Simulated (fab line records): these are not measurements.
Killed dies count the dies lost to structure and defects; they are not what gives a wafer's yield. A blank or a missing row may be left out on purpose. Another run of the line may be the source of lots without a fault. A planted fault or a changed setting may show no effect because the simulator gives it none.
Split-lot study | flow n5Finfet | 39 wafers read from 7 lots, route of 1938 steps

## ABOUT THE SPLIT
At N5_BEOL_M7_TRENCH_ETCH_37 (etches SiCOH lowk in C4F6/O2, target depth 93.478 nm, time 31.2 s), the setting targetDepthA was moved away from the recipe's 934.78 angstrom on 12 of the 39 wafers read, by -51.0% to +42.3%. This setting was run at the recipe's value on the other wafers.

## FROM THE SPLIT TO THE READING: what the file shows between them, 11 steps
- N5_BEOL_M7_ETCH_41: etches SiCN in CH3F/O2, target depth 31.9 nm, time 57.8 s
- N5_BEOL_M7_STRIP_80: strips in N2/H2, time 10 s
- N5_BEOL_M7_OCD_MEAS_38
- N5_BEOL_M7_HM_STRIP_39: strips TiN in peroxide tin strip, target depth 25 nm, time 158 s
- N5_BEOL_M7_SRD_40: time 30 s
- N5_BEOL_M7_ECD_50: material Cu, target thk 300 nm
- N5_BEOL_M7_ANNEAL_51: time 90 s
- N5_BEOL_M7_CMP_52: polishes, stops on SiCOH lowk, t overpolish 6.9 s, target thk 80 nm
- N5_BEOL_M7_THK_MEAS_53: measures by xrf
- N5_BEOL_M7_PRE_CLEAN_55: time 15 s
- N5_BEOL_M7_DEP_56: deposits SiCN from 3MS/NH3, target thk 10 nm, time 17.5 s

## THE READING
M7_RS, in ohm/sq, at N5_BEOL_M7_RS_MEAS_57 (measures by four-point-probe). Typical for fault-free wafers on this fab line: 0.290 ohm/sq, with standard deviation 0.013 ohm/sq.

wafer  | tool, chamber at the split | targetDepthA as run, angstrom | against the recipe | M7_RS, ohm/sq | against lot-mates on the recipe
L075.1 | rieDiel-02, 2              | 934.78                        | recipe             | 0.279         | -
L075.2 | rieDiel-02, 0              | 934.78                        | recipe             | 0.294         | -
L075.3 | rieDiel-02, 1              | 625                           | -33.1%             | 0.541         | +0.252
L075.4 | rieDiel-02, 3              | 625                           | -33.1%             | 0.524         | +0.235
L075.5 | rieDiel-02, 1              | 934.78                        | recipe             | 0.294         | -
L075.6 | rieDiel-02, 2              | 625                           | -33.1%             | 0.501         | +0.212
L077.1 | rieDiel-02, 1              | 934.78                        | recipe             | 0.295         | -
L077.2 | rieDiel-02, 2              | 934.78                        | recipe             | 0.286         | -
L077.3 | rieDiel-02, 3              | 782.7                         | -16.3%             | 0.367         | +0.079
L077.4 | rieDiel-02, 0              | 782.7                         | -16.3%             | 0.382         | +0.094
L077.5 | rieDiel-02, 2              | 934.78                        | recipe             | 0.283         | -
L077.6 | rieDiel-02, 1              | 782.7                         | -16.3%             | 0.380         | +0.092
L082.1 | rieDiel-03, 3              | 934.78                        | recipe             | 0.327         | -
L082.2 | rieDiel-03, 2              | 934.78                        | recipe             | 0.298         | -
L082.5 | rieDiel-03, 2              | 934.78                        | recipe             | 0.295         | -
L085.1 | rieDiel-02, 3              | 934.78                        | recipe             | 0.293         | -
L085.2 | rieDiel-02, 0              | 934.78                        | recipe             | 0.309         | -
L085.3 | rieDiel-02, 1              | 934.78                        | recipe             | 0.306         | -
L085.4 | rieDiel-02, 2              | 934.78                        | recipe             | 0.293         | -
L085.5 | rieDiel-02, 1              | 934.78                        | recipe             | 0.299         | -
L085.6 | rieDiel-02, 2              | 934.78                        | recipe             | 0.286         | -
L089.1 | rieDiel-03, 3              | 934.78                        | recipe             | 0.313         | -
L089.2 | rieDiel-03, 1              | 934.78                        | recipe             | 0.281         | -
L089.3 | rieDiel-03, 2              | 934.78                        | recipe             | 0.282         | -
L089.4 | rieDiel-03, 2              | 934.78                        | recipe             | 0.303         | -
L089.5 | rieDiel-03, 1              | 934.78                        | recipe             | 0.288         | -
L089.6 | rieDiel-03, 3              | 934.78                        | recipe             | 0.303         | -
L095.1 | rieDiel-02, 1              | 1330                          | +42.3%             | 0.187         | -0.110
L095.2 | rieDiel-02, 0              | 934.78                        | recipe             | 0.301         | -
L095.3 | rieDiel-02, 2              | 934.78                        | recipe             | 0.291         | -
L095.4 | rieDiel-02, 3              | 1330                          | +42.3%             | 0.182         | -0.115
L095.5 | rieDiel-02, 3              | 934.78                        | recipe             | 0.299         | -
L095.6 | rieDiel-02, 0              | 1330                          | +42.3%             | 0.185         | -0.112
L096.1 | rieDiel-02, 2              | 934.78                        | recipe             | 0.303         | -
L096.2 | rieDiel-02, 0              | 457.8                         | -51.0%             | 0.821         | +0.526
L096.3 | rieDiel-02, 3              | 934.78                        | recipe             | 0.285         | -
L096.4 | rieDiel-02, 1              | 934.78                        | recipe             | 0.296         | -
L096.5 | rieDiel-02, 1              | 457.8                         | -51.0%             | 0.850         | +0.555
L096.6 | rieDiel-02, 2              | 457.8                         | -51.0%             | 1.025         | +0.730

THE FIT
A straight line over all 39 wafers: M7_RS changes by -0.00741 ohm/sq for each +1% of targetDepthA; r = -0.87; the points scatter about the line by 0.087 ohm/sq.
The same after taking each lot's own level away (the mean of its wafers on the recipe; 39 wafers): -0.00748 ohm/sq for each +1%; r = -0.88; scatter 0.086 ohm/sq.
On that fit, the largest move of targetDepthA shifts the reading by 0.38 ohm/sq.
The span of the lots' own levels, 0.2880 to 0.3067 ohm/sq, comes to 1.4 times the standard deviation stated above.
Hence the lot-to-lot level has little effect on the slope; both slopes agree.
Check: with one of the wafers moved furthest among these (-51.0%) left out of the fit, the line predicts +0.389 ohm/sq for it against its lot-mates. It came out at +0.526 ohm/sq against them.

## THE WHOLE CHAIN: every reading that the file lists as answering this split, in the file's order
step                      | what it does                                                        | reading                                                                         | change (the file's fit)                | r (the file's)
N5_BEOL_M7_TRENCH_ETCH_37 | etches SiCOH lowk in C4F6/O2, target depth 93.478 nm, time 31.2 s   | etch.depthNm (the simulator's own value, which no gauge read)                   | +0.925 nm for each +1% of the setting  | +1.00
N5_BEOL_M7_TRENCH_ETCH_37 | etches SiCOH lowk in C4F6/O2, target depth 93.478 nm, time 31.2 s   | BEOL_M7.featureDepthNm (the simulator's own value, which no gauge read)         | +0.925 nm for each +1% of the setting  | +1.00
N5_BEOL_M7_TRENCH_ETCH_37 | etches SiCOH lowk in C4F6/O2, target depth 93.478 nm, time 31.2 s   | TiN_of_BEOL_M7_HM_DEP_02.thkNm (the simulator's own value, which no gauge read) | -0.0256 nm for each +1% of the setting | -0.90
N5_BEOL_M7_OCD_MEAS_38    |                                                                     | trenchDepthNm                                                                   | +0.927 nm for each +1% of the setting  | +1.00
N5_BEOL_M7_CMP_52         | polishes, stops on SiCOH lowk, t overpolish 6.9 s, target thk 80 nm | Cu_of_BEOL_M7_ECD_50.thkNm (the simulator's own value, which no gauge read)     | +0.916 nm for each +1% of the setting  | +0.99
N5_BEOL_M7_THK_MEAS_53    | measures by xrf                                                     | M7_THK                                                                          | +0.902 for each +1% of the setting     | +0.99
N5_BEOL_M7_RS_MEAS_57     | measures by four-point-probe                                        | M7_RS                                                                           | -0.00777 for each +1% of the setting   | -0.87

## FILE'S OWN FIT
M7_RS changes by -0.00777 ohm/sq for each +1% of targetDepthA, r = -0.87.
